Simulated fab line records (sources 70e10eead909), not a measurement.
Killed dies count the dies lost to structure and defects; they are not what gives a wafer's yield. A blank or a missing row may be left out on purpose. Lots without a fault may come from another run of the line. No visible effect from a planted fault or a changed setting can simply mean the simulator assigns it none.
Chamber matching || flow nandHarc || NHARC_P_M1_STRIP_18 on rieDiel-11 has 4 sister chambers
The step strips in N2/H2. 4 wafers are shown with their chamber, then 8 later ones without.

## EACH WAFER AND ITS CHAMBER
{"wafer": "L077.3", "chamber": 2, "showerheadPlenumPTorr (Torr)": 2.16}
{"wafer": "L087.1", "chamber": 3, "showerheadPlenumPTorr (Torr)": 2.11}
{"wafer": "L090.1", "chamber": 0, "showerheadPlenumPTorr (Torr)": 2.02}
{"wafer": "L091.2", "chamber": 1, "showerheadPlenumPTorr (Torr)": 1.95}

## WAFERS WITH NO CHAMBER GIVEN
{"wafer": "L091.4", "showerheadPlenumPTorr (Torr)": 2.02}
{"wafer": "L091.6", "showerheadPlenumPTorr (Torr)": 2.02}
{"wafer": "L094.4", "showerheadPlenumPTorr (Torr)": 2.02}
{"wafer": "L094.5", "showerheadPlenumPTorr (Torr)": 1.95}
{"wafer": "L094.6", "showerheadPlenumPTorr (Torr)": 2.15}
{"wafer": "L095.2", "showerheadPlenumPTorr (Torr)": 2.02}
{"wafer": "L095.5", "showerheadPlenumPTorr (Torr)": 2.02}
{"wafer": "L095.6", "showerheadPlenumPTorr (Torr)": 1.95}

## WHICH CHAMBER EACH ONE RAN IN
{"wafer": "L091.4", "from the rows above": 0, "in truth": 0}
{"wafer": "L091.6", "from the rows above": 0, "in truth": 0}
{"wafer": "L094.4", "from the rows above": 0, "in truth": 0}
{"wafer": "L094.5", "from the rows above": 1, "in truth": 1}
{"wafer": "L094.6", "from the rows above": 2, "in truth": 2}
{"wafer": "L095.2", "from the rows above": 0, "in truth": 0}
{"wafer": "L095.5", "from the rows above": 0, "in truth": 0}
{"wafer": "L095.6", "from the rows above": 1, "in truth": 1}
Correct placement for 8 of the 8. From these rows, 0 cannot be placed. Wrongly placed: 0.
How it was worked out, from the rows above alone: a wafer's distance from a chamber is the root of the sum, over the readings, of the square of ((its reading less the chamber's mean) divided by the reading's scatter). If the next closest chamber is less than 2 further off than the closest, the wafer can't be placed; otherwise it belongs to the closest. Each chamber's mean is taken over the wafers shown for it. The scatter: with one shown wafer a chamber, the root of the mean of the squares of how far each hidden wafer lies from its nearest shown one.
